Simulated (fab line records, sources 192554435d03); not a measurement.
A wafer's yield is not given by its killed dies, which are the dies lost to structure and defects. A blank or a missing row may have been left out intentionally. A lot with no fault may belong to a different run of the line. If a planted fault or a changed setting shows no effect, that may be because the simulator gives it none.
fab line records	flow n5_finfet
record lots=5	wafers=15	last_day=18
route steps=1938 shown BEOL_M15@1812 PASSIVATION@1936
lots that met no fault: taken from a fault-free run of the same line
start_h: start of the lot's first displayed wafer, in hours after the record's first day	wait_h: hours since the lot's step before	" identical to the entry in the row above	L1.1+2: one row covering several wafers at once	- no value present, or no start provided	* or withheld: withheld	< > ~ a bound
route shown NAME@n: names a module that has steps shown in the file, with the first one's number in the route	usual: mean and standard deviation over wafers with no fault	same: alike in all rows	chamber/n: place in a boat	sites: readings site by site	_std_site: their standard deviation	_edge_site: outer sites' mean less inner sites'	radius_mm: for every site, how far away it sits from the centre of the wafer	mask NAME#n: copy n	behind: the tool/chamber that last shaped the wafer	hold: why the lot went on hold/how many hours it stayed there/how the hold came to an end	device: transistor that didn't switch, given as n, p or np	end of line: tests of these same wafers at the route's end	where a step has no rows: the recipe by itself	killed: not the wafer's yield, but the dies lost to structure and defects at the first sort	map: a wafer's dies, x killed, . not, _ none there
set.NAME: the run value of the setting; set.NAME@STEP: its run value at that earlier step	model.NAME: the simulator's own value behind a step, which no gauge read
certain route steps with their lots: each step a table, each wafer a row
services: the hour from which a tool's chamber was out of use, counted from the record's first day as start_h (under 0 if before that day), plus the number of hours and why
## steps
# step N5_BEOL_M15_STRIP_62
# recipe chemistry=O2	power_w=600	temp_c=60	pressure_mtorr=30	rf_frequency_hz=6e+07	bias_power_w=0	overash_fraction=0.3	o2_flow_sccm=225
# step N5_BEOL_M15_STRIP_37
# recipe chemistry=O2	power_w=600	temp_c=60	pressure_mtorr=30	rf_frequency_hz=6e+07	bias_power_w=0	overash_fraction=0.3	o2_flow_sccm=225
# usual drypump_motor_current_A=5.8/0.4	oes_product_au=0.79/0.095	rf_vpp_V=3.7/0.63	showerhead_plenum_p_Torr=2.09/0.081	throttle_valve_pct=16.63/0.25
# same bias_power_w=0
lot.wafer	tool	chamber	start_h	wait_h	drypump_motor_current_A	oes_product_au	rf_hours_counter_h	rf_vpp_V	showerhead_plenum_p_Torr	throttle_valve_pct
L785.1	rie_diel-03	2	-	-	6.0	0.74	196	3.2	1.99	16.79
L785.2	"	3	"	"	5.5	0.68	214	4.0	2.16	16.78
L785.4	"	0	"	"	5.9	0.83	82	3.4	2.02	16.38
L795.2	rie_diel-02	2	-	-	5.8	0.72	193	3.0	2.08	17.00
L795.4	"	1	"	"	6.4	0.87	37	3.6	2.02	16.26
L795.6	"	3	"	"	4.9	1.00	-	3.7	2.26	16.72
L802.1	rie_diel-03	2	-	-	6.0	0.72	224	2.8	1.98	16.83
L802.4	"	1	"	"	5.7	0.74	201	4.4	2.07	16.55
L802.6	"	1	"	"	5.7	0.72	-	2.4	2.07	16.54
L803.2	rie_diel-04	1	-	-	5.2	0.88	35	5.1	2.15	16.49
L803.3	"	2	"	"	5.8	0.69	226	4.4	2.05	16.69
L803.4	"	3	"	"	6.3	0.78	-	3.7	2.22	16.83
L806.1	rie_diel-03	2	-	-	6.0	0.71	235	4.1	1.98	16.87
L806.4	"	1	"	"	5.7	0.72	-	2.8	2.07	16.56
L806.6	"	0	"	"	5.9	0.78	-	3.8	2.00	16.49
# step N5_BEOL_M15_ETCH_38
# recipe chemistry=CF4/N2	target=SiCN	target_depth_a=1064	taper_deg=2	time_s=120.5	ion_energy_ev=150	mask_material=SiO2	pressure_mtorr=40	source_w=430	bias_w=70	Ar_flow_sccm=100	cf4_flow_sccm=60	n2_flow_sccm=60
# usual cf4_flow_sccm=60.00/0.18	drypump_motor_current_A=5.8/0.4	oes_product_au=0.79/0.096	rf_vpp_V=382.2/2	showerhead_plenum_p_Torr=2.20/0.076	throttle_valve_pct=15.43/0.23
# same time_s=120.5
lot.wafer	tool	chamber	start_h	wait_h	cf4_flow_sccm	drypump_motor_current_A	oes_product_au	rf_hours_counter_h	rf_vpp_V	showerhead_plenum_p_Torr	throttle_valve_pct
L785.1	rie_diel-03	2	-	-	60.47	6.0	0.74	196	380.4	2.11	15.59
L785.2	"	3	"	"	60.17	5.5	0.68	214	384.7	2.28	15.58
L785.4	"	0	"	"	59.73	5.9	0.81	82	381.5	2.14	15.21
L795.2	rie_diel-02	2	-	-	59.80	5.8	0.72	193	381.8	2.20	15.78
L795.4	"	1	"	"	59.68	6.3	0.88	37	381.9	2.16	15.15
L795.6	"	3	"	"	60.17	4.9	1.04	-	384.6	2.35	15.35
L802.1	rie_diel-03	2	-	-	59.66	6.0	0.72	225	380.7	2.10	15.66
L802.4	"	1	"	"	60.26	5.7	0.72	201	381.4	2.19	15.40
L802.6	"	1	"	"	60.08	5.7	0.72	-	382.0	2.19	15.36
L803.2	rie_diel-04	1	-	-	59.75	5.2	0.88	35	382.7	2.25	15.18
L803.3	"	2	"	"	59.92	5.8	0.69	226	382.1	2.18	15.59
L803.4	"	3	"	"	59.83	6.3	0.78	-	385.1	2.32	15.53
L806.1	rie_diel-03	2	-	-	60.17	6.0	0.71	236	380.2	2.10	15.69
L806.4	"	1	"	"	60.03	5.7	0.72	-	381.3	2.19	15.39
L806.6	"	0	"	"	60.12	5.9	0.77	-	380.1	2.12	15.30
# step N5_BEOL_M15_PRECLEAN_39
# recipe chemistry=residue_remover	time_s=60	temp_c=40
# step N5_BEOL_M15_SRD_40
# recipe time_s=30	temp_c=23	rinse_liquid=diw	dry=n2_spin	spin_rpm=1500	dry_time_s=30
# step N5_BEOL_M15_DEGAS_41
# recipe ambient=vacuum	temp_c=300	time_s=60
# usual heater_power_w=479/42
# same time_s=60
lot.wafer	tool	chamber	start_h	wait_h	heater_power_w
L785.1	pvd_sputter-03	-	283.10	0.4	526
L785.2	"	-	"	"	481
L785.4	"	-	"	"	439
L795.2	pvd_sputter-02	-	341.16	0.1	492
L795.4	"	-	"	"	556
L795.6	"	-	"	"	503
L802.1	pvd_sputter-02	-	379.85	0.2	499
L802.4	"	-	"	"	492
L802.6	"	-	"	"	422
L803.2	pvd_sputter-03	-	382.81	3.1	470
L803.3	"	-	"	"	520
L803.4	"	-	"	"	457
L806.1	pvd_sputter-03	-	420.43	0.3	435
L806.4	"	-	"	"	469
L806.6	"	-	"	"	468
# step N5_BEOL_M15_PRE_CLEAN_42
# recipe gas=H2/He	time_s=30	temp_c=300
# usual heater_power_w=480/39
# same time_s=30
lot.wafer	tool	chamber	start_h	wait_h	heater_power_w
L785.1	pvd_sputter-03	-	283.14	0.0	517
L785.2	"	-	"	"	472
L785.4	"	-	"	"	443
L795.2	pvd_sputter-02	-	341.20	0.0	502
L795.4	"	-	"	"	547
L795.6	"	-	"	"	505
L802.1	pvd_sputter-02	-	379.89	0.0	515
L802.4	"	-	"	"	477
L802.6	"	-	"	"	422
L803.2	pvd_sputter-03	-	382.85	0.0	483
L803.3	"	-	"	"	510
L803.4	"	-	"	"	448
L806.1	pvd_sputter-03	-	420.47	0.0	456
L806.4	"	-	"	"	456
L806.6	"	-	"	"	455
# step N5_BEOL_M15_SPUTTER_43
# recipe material=TaN	target_thk_a=150	temp_c=50	bias_v=168.6	power_w=15000	chamber_pressure_pa=0.12	time_s=24.19
# step N5_BEOL_M15_SPUTTER_44
# recipe material=Ta	target_thk_a=150	temp_c=50	bias_v=80	power_w=15000	chamber_pressure_pa=0.07	time_s=24.19
# usual substrate_temp_c=50.01/0.12	throttle_valve_pct=30.0/1
# same time_s=24.19
lot.wafer	tool	chamber	start_h	wait_h	substrate_temp_c	throttle_valve_pct
L785.1	pvd_sputter-03	-	283.26	0.0	50.02	30.9
L785.2	"	-	"	"	50.26	30.1
L785.4	"	-	"	"	49.97	29.5
L795.2	pvd_sputter-02	-	341.32	0.0	49.99	30.4
L795.4	"	-	"	"	49.85	27.9
L795.6	"	-	"	"	50.11	30.6
L802.1	pvd_sputter-02	-	380.01	0.0	50.04	30.6
L802.4	"	-	"	"	50.05	28.9
L802.6	"	-	"	"	49.92	30.9
L803.2	pvd_sputter-03	-	382.97	0.0	49.78	30.0
L803.3	"	-	"	"	49.77	30.7
L803.4	"	-	"	"	49.89	29.5
L806.1	pvd_sputter-03	-	420.59	0.0	50.08	29.8
L806.4	"	-	"	"	49.65	30.3
L806.6	"	-	"	"	49.99	30.4
# step N5_BEOL_M15_SPUTTER_45
# recipe material=Cu	target_thk_a=1000	temp_c=-20	bias_v=60	power_w=26000	chamber_pressure_pa=0.13	time_s=16.67
# step N5_BEOL_M15_ECD_47
# recipe material=Cu	target_thk_a=18600
# step N5_BEOL_M15_ANNEAL_48
# recipe temp_c=225	time_s=90	ambient=N2
# step N5_BEOL_M15_CMP_49
# recipe stop_on=SiO2	t_overpolish_s=4.9	down_force_psi=2	platen_rpm=80	clearing_platen_down_force_psi=2	clearing_platen_rpm=80	post_cmp_clean=cu_alkaline	target_thk_nm=850	clearing_platen_pad_velocity_m_s=1.5917	pad_velocity_m_s=1.5917
# usual barrier_field_endpoint_s=11.38/0.24	head_pressure_psi=2.000/0.0041	motor_current_A=8.1/0.93	overpolish_run_s=4.899/0.0084
lot.wafer	tool	chamber	start_h	wait_h	barrier_field_endpoint_s	head_pressure_psi	motor_current_A	overpolish_run_s
L785.2	cmp-02	2	284.17	0.2	11.46	1.998	7.1	4.908
L785.4	"	3	"	"	12.00	2.001	7.0	4.903
L785.1	"	0	"	"	11.90	2.002	7.9	4.908
L795.4	cmp-01	0	342.08	0.1	6.49	2.000	7.3	4.893
L795.2	"	2	"	"	11.67	2.002	9.5	4.902
L795.6	"	0	"	"	11.82	1.996	7.2	4.890
L802.4	cmp-04	0	380.77	0.1	11.58	2.001	9.5	4.898
L802.1	"	1	"	"	11.56	1.993	8.4	4.884
L802.6	"	0	"	"	11.60	1.991	9.3	4.897
L803.3	cmp-04	1	383.71	0.2	11.42	2.001	8.6	4.903
L803.2	"	2	"	"	11.35	1.997	7.7	4.895
L803.4	"	3	"	"	11.11	1.998	9.2	4.904
L806.4	cmp-01	0	421.79	0.1	11.23	2.002	7.5	4.893
L806.1	"	2	"	"	11.32	1.991	9.4	4.893
L806.6	"	0	"	"	11.31	1.999	7.3	4.888
# step N5_PASSIVATION_PROBE_49
# usual defect_limited_yield=91.2/1.4	killed_at_M0_to_M3=35/11	killed_at_M4_up=14/5.6	killed_at_contacts=12/5.6	killed_at_front_end=38/11	killed_at_other=4/3.4	killed_dies=103/17	killed_open=68/12	killed_short=33/8.8	sort_bin_5_function=5.1/0.89	sort_bin_6_memory=3.3/0.71	sort_n_pass=1077/17	sort_yield_pct=91.2/1.4
# same gross_dies=1180	killed_at_back_side=0	sort_bin_4_leakage[%]=0	sort_bin_8_speed[%]=0
lot.wafer	tool	chamber	start_h	wait_h	defect_limited_yield[%]	killed_at_M0_to_M3	killed_at_M4_up	killed_at_contacts	killed_at_front_end	killed_at_other	killed_dies	killed_open	killed_short	sort_bin_5_function[%]	sort_bin_6_memory[%]	sort_n_pass	sort_yield_pct[%]
L785.1	prober-02	-	298.13	0.0	92.2	20	6	10	48	8	92	61	31	4.1	3.6	1088	92.2
L785.2	prober-02	-	298.18	0.1	91.1	39	6	4	51	5	105	68	37	5.4	3.2	1075	91.1
L785.4	prober-02	-	298.28	0.2	93.1	23	3	5	48	3	82	55	26	4.5	2.3	1098	93.1
L795.2	prober-02	-	357.28	0.1	90.1	46	9	18	43	1	117	83	31	5.0	4.6	1063	90.1
L795.4	prober-02	-	357.38	0.2	88.2	49	12	21	57	0	139	87	51	6.8	4.2	1041	88.2
L795.6	prober-02	-	357.48	0.3	89.5	52	17	20	34	1	124	95	28	6.4	3.9	1056	89.5
L802.1	prober-01	-	395.72	0.0	91.7	40	22	12	24	0	98	69	27	5.3	2.7	1082	91.7
L802.4	prober-01	-	395.87	0.2	91.9	36	25	9	22	4	96	67	27	5.2	2.5	1084	91.9
L802.6	prober-01	-	395.97	0.3	92.1	30	14	14	35	0	93	62	31	5.4	2.2	1087	92.1
L803.2	prober-02	-	396.60	0.1	91.8	26	14	16	35	6	97	65	32	4.3	3.6	1083	91.8
L803.3	prober-02	-	396.65	0.1	90.2	46	25	15	24	6	116	75	41	5.4	3.7	1064	90.2
L803.4	prober-02	-	396.70	0.2	91.9	28	21	12	25	9	95	63	27	4.8	3.1	1085	91.9
L806.1	prober-01	-	437.35	0.0	91.3	37	19	8	36	3	103	70	31	4.8	3.3	1077	91.3
L806.4	prober-01	-	437.50	0.2	90.6	34	20	8	45	4	111	82	29	5.8	3.6	1069	90.6
L806.6	prober-01	-	437.60	0.3	91.0	34	21	5	40	6	106	75	29	6.2	2.7	1074	91.0
# killed by level:class
L785.1 FIN_SAQP:geometric_particle:open=13 MOL_CONTACT_COAG:geometric_particle:open=9 STI_FIN_REVEAL:geometric_particle:open=8 BEOL_M3:geometric_particle:open=8 FIN_SAQP:geometric_particle:short=6 STARTING-WAFER:geometric_particle:short=5 STI_FIN_REVEAL:geometric_particle:short=4 BEOL_M3:geometric_particle:short=4
L785.2 STI_FIN_REVEAL:geometric_particle:open=15 FIN_SAQP:geometric_particle:open=12 BEOL_M0_SAQP:geometric_particle:short=10 BEOL_M3:geometric_particle:open=9 BEOL_M0_SAQP:geometric_particle:open=6 BEOL_M1:geometric_particle:short=5 BEOL_M2:geometric_particle:open=5 FIN_SAQP:geometric_particle:short=4
L785.4 FIN_SAQP:geometric_particle:open=10 STI_FIN_REVEAL:geometric_particle:open=8 BEOL_M0_SAQP:geometric_particle:open=7 BEOL_M0_SAQP:geometric_particle:short=6 BEOL_M2:geometric_particle:open=6 DUMMY_GATE:geometric_particle:open=4 ILD0:geometric_particle:open=4 STARTING-WAFER:geometric_particle:short=4
L795.2 MOL_CONTACT_COAG:geometric_particle:open=14 FIN_SAQP:geometric_particle:open=13 BEOL_M3:geometric_particle:open=12 BEOL_M0_SAQP:geometric_particle:open=10 BEOL_M2:geometric_particle:open=7 BEOL_M1:geometric_particle:open=6 FIN_SAQP:geometric_particle:short=4 STI_FIN_REVEAL:geometric_particle:open=4
L795.4 MOL_CONTACT_COAG:geometric_particle:open=17 FIN_SAQP:geometric_particle:short=13 BEOL_M0_SAQP:geometric_particle:open=13 BEOL_M0_SAQP:geometric_particle:short=11 STI_FIN_REVEAL:geometric_particle:open=10 BEOL_M3:geometric_particle:open=10 FIN_SAQP:geometric_particle:open=9 ILD0:geometric_particle:open=7
L795.6 MOL_CONTACT_COAG:geometric_particle:open=19 BEOL_M3:geometric_particle:open=13 STI_FIN_REVEAL:geometric_particle:open=10 BEOL_M1:geometric_particle:open=10 FIN_SAQP:geometric_particle:open=8 BEOL_M0_SAQP:geometric_particle:short=7 BEOL_M2:geometric_particle:open=7 BEOL_M0_SAQP:geometric_particle:open=6
L802.1 BEOL_M4:geometric_particle:open=11 BEOL_M1:geometric_particle:open=9 BEOL_M3:geometric_particle:open=9 MOL_CONTACT_COAG:geometric_particle:open=8 STI_FIN_REVEAL:geometric_particle:open=7 BEOL_M0_SAQP:geometric_particle:open=7 BEOL_M0_SAQP:geometric_particle:short=5 FIN_SAQP:geometric_particle:open=4
L802.4 BEOL_M4:geometric_particle:open=18 BEOL_M0_SAQP:geometric_particle:open=11 BEOL_M0_SAQP:geometric_particle:short=9 MOL_CONTACT_COAG:geometric_particle:open=7 GATE_CUT:geometric_particle:short=5 STI_FIN_REVEAL:geometric_particle:open=4 BEOL_M0:geometric_particle:open=4 BEOL_M2:geometric_particle:open=4
L802.6 MOL_CONTACT_COAG:geometric_particle:open=12 BEOL_M3:geometric_particle:open=10 BEOL_M4:geometric_particle:open=9 STI_FIN_REVEAL:geometric_particle:open=7 BEOL_M0_SAQP:geometric_particle:short=7 FIN_SAQP:geometric_particle:open=5 DUMMY_GATE:geometric_particle:open=5 BEOL_M2:geometric_particle:short=5
L803.2 MOL_CONTACT_COAG:geometric_particle:open=15 BEOL_M0_SAQP:geometric_particle:open=8 GATE_CUT:geometric_particle:short=6 BEOL_M2:geometric_particle:open=6 BEOL_M4:geometric_particle:open=6 STI_FIN_REVEAL:geometric_particle:open=5 DUMMY_GATE:geometric_particle:open=5 FIN_SAQP:geometric_particle:short=4
L803.3 BEOL_M3:geometric_particle:open=11 MOL_CONTACT_COAG:geometric_particle:open=10 BEOL_M0_SAQP:geometric_particle:open=8 BEOL_M0_SAQP:geometric_particle:short=8 BEOL_M4:geometric_particle:open=7 BEOL_M1:geometric_particle:open=6 MOL_CONTACT_COAG:geometric_particle:short=5 BEOL_M3:geometric_particle:short=5
L803.4 BEOL_M4:geometric_particle:open=11 MOL_CONTACT_COAG:geometric_particle:open=10 BEOL_M0_SAQP:geometric_particle:short=10 BEOL_M0_SAQP:geometric_particle:open=8 FIN_SAQP:geometric_particle:open=6 DUMMY_GATE:geometric_particle:open=4 GATE_CUT:geometric_particle:open=4 BEOL_M3:geometric_particle:open=4
L806.1 BEOL_M3:geometric_particle:open=17 FIN_SAQP:geometric_particle:short=9 MOL_CONTACT_COAG:geometric_particle:open=7 BEOL_M4:geometric_particle:open=6 GATE_CUT:geometric_particle:short=5 BEOL_M0:geometric_particle:open=4 DUMMY_GATE:geometric_particle:open=4 BEOL_M1:geometric_particle:open=4
L806.4 BEOL_M2:geometric_particle:open=13 STI_FIN_REVEAL:geometric_particle:open=12 FIN_SAQP:geometric_particle:open=10 FIN_SAQP:geometric_particle:short=10 MOL_CONTACT_COAG:geometric_particle:open=7 BEOL_M3:geometric_particle:open=7 BEOL_M4:geometric_particle:open=7 BEOL_M0:geometric_particle:open=5
L806.6 BEOL_M4:geometric_particle:open=14 STI_FIN_REVEAL:geometric_particle:open=13 BEOL_M2:geometric_particle:open=13 FIN_SAQP:geometric_particle:short=9 BEOL_M3:geometric_particle:open=6 GATE_CUT:geometric_particle:short=5 MOL_CONTACT_COAG:geometric_particle:open=4 BEOL_M0_SAQP:geometric_particle:short=4
## services
tool	chamber	start_h	hours	kind
cmp-01	-	262.66	2.6	repair
cmp-01	-	269.90	1.7	repair
rie_diel-04	0	284.54	18.3	repair
rie_diel-02	3	293.80	6.4	repair
cmp-04	-	300.89	0.4	repair
pvd_sputter-02	-	310.46	4.5	repair
rie_diel-03	0	318.87	4.7	repair
pvd_sputter-02	-	324.98	1.7	repair
rie_diel-03	0	325.59	3.4	repair
cmp-04	-	325.59	4.0	pm
pvd_sputter-03	-	330.58	2.5	repair
pvd_sputter-03	-	333.25	7.2	repair
pvd_sputter-02	-	343.85	3.3	repair
rie_diel-04	1	350.14	7.9	repair
cmp-01	-	351.43	0.8	repair
rie_diel-04	0	378.54	9.7	repair
cmp-04	-	388.25	0.5	repair
cmp-02	-	388.37	6.2	pm
pvd_sputter-02	-	392.32	6.4	repair
cmp-02	-	401.29	4.0	pm
rie_diel-03	3	410.30	-	clean
cmp-04	-	410.32	0.8	repair
cmp-01	-	412.17	7.9	pm
rie_diel-02	1	412.41	6.0	repair
## key
first_sign step=N5_BEOL_M15_CMP_49	reading=barrier_field_endpoint_s	direction=down	sigmas=20	usual=11.38	struck=6.49
effect none on later readings
met_at N5_BEOL_M15_CMP_49
struck_wafers L795.4
fault kind=process_parameter_drift	tool=cmp-01	chamber=-	onset_h=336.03	steps=N5_BEOL_M15_CMP_49	channel=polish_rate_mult	offset=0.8	shape=step	end_h=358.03	scope=struck_wafers_only
